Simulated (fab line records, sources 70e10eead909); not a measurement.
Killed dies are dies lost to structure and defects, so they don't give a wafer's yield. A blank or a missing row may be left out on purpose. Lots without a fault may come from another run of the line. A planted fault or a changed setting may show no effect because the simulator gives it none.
Problem report in the 8D (eight disciplines) form, filled by code | flow nand_harc | the parts of the form that need people (team, actions taken, sign-off) are left out

1. THE PROBLEM
raw_defect_count at NHARC_A_BLC_INSPECT_28 reads a mean of 6663 on 9 wafers of 3 lots; wafers without a fault read 435 with a standard deviation of 130. That is +48 standard deviations from the usual mean.
First seen on wafer L318.1, day 21 20:38, on defect_inspect-02. The record holds 45 wafers of 15 lots with a number at this step. Rule for "out", or "out of limits": more than 4 standard deviations from the usual mean. The other wafers with a number count as sound.

2. WHAT IT IS AND WHAT IT IS NOT
question                    | is                     | is not
which readings at this step | raw_defect_count       | -
which lots                  | L317, L318, L323       | L307, L308, L309, L310, L311, L315, L319, L325, L326, L327, L328, L329
which wafers of those lots  | all that have a number | -
read on which gauges        | defect_inspect-02      | defect_inspect-01
when                        | from day 21 20:38      | up to then (21 sound wafers); but 15 sound wafers of L325, L326, L327, L328, L329 came after

3. SUSPECTS, AND WHAT RULES EACH OUT
Counting: a tool at a process step up to the reading stays a suspect if it ran every lot that is out and no sound lot after the first of them.
- the gauge at NHARC_A_BLC_INSPECT_28: kept. All the wafers that are out were read on defect_inspect-02, and no step on other tools shows them out.
- rie_diel-09 at NHARC_A_BLC_DESCUM_15 (chemistry O2, time 3 s): ruled out as a lasting fault. Sound lots L327 ran on it after its first lot that is out, L318 (day 21 14:40).
- rie_diel-09 at NHARC_A_BLC_STRIP_21 (strips in O2): ruled out as a lasting fault. Sound lots L326, L327 ran on it after its first lot that is out, L318 (day 21 15:48).
- cmp-01 at NHARC_A_BLC_CMP_25 (polishes, t overpolish 30 s, target thk 150 nm): kept. It ran every lot that is out, first L318 (day 21 20:13), and no sound lot after that; its last sound lot up to then is L319 (day 21 06:11).
Left after counting: cmp-01 at NHARC_A_BLC_CMP_25, defect_inspect-02 at NHARC_A_BLC_INSPECT_28.

4. THE CAUSE (what the simulator had put in)
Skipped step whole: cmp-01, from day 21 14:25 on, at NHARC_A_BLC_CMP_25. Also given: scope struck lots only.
Counting left 2 suspects, and this tool is among them.

5. THE CHAIN OF EFFECTS, in route order
Each row: a reading whose mean over the struck wafers that have a number lies more than 3 standard deviations from the usual. Only readings for which the record gives a usual standard deviation are gone through. hours: the time from each lot's start at the first step in this table that gives one to its start at this step, as a median over the lots. sigmas: the change in usual standard deviations.
hours | step                   | reading          | usual | on struck wafers | change | sigmas
0     | NHARC_A_BLC_INSPECT_28 | raw_defect_count | 435   | 6663             | +6228  | +48
Readings that are blank on the struck wafers while sound wafers have them: edge_zone_pressure_frac at NHARC_A_BLC_CMP_25; motor_current_A at NHARC_A_BLC_CMP_25; overpolish_run_s at NHARC_A_BLC_CMP_25; time_to_endpoint_s at NHARC_A_BLC_CMP_25.

6. WHAT WOULD HAVE CAUGHT IT SOONER
In this record the first reading out of limits at a measuring or inspecting step was taken at day 21 20:38, 6 hours after the fault began at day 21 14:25.
At NHARC_A_BLC_CMP_25 the tool's readings are blank on the struck wafers, where sound wafers have them: an empty tool record is the first sign, and it was there at once.
Of the lots that are out (3), L323, L317 began NHARC_A_BLC_CMP_25 on cmp-01 after day 21 20:38. A hold on the tool at that time would have spared those 2.
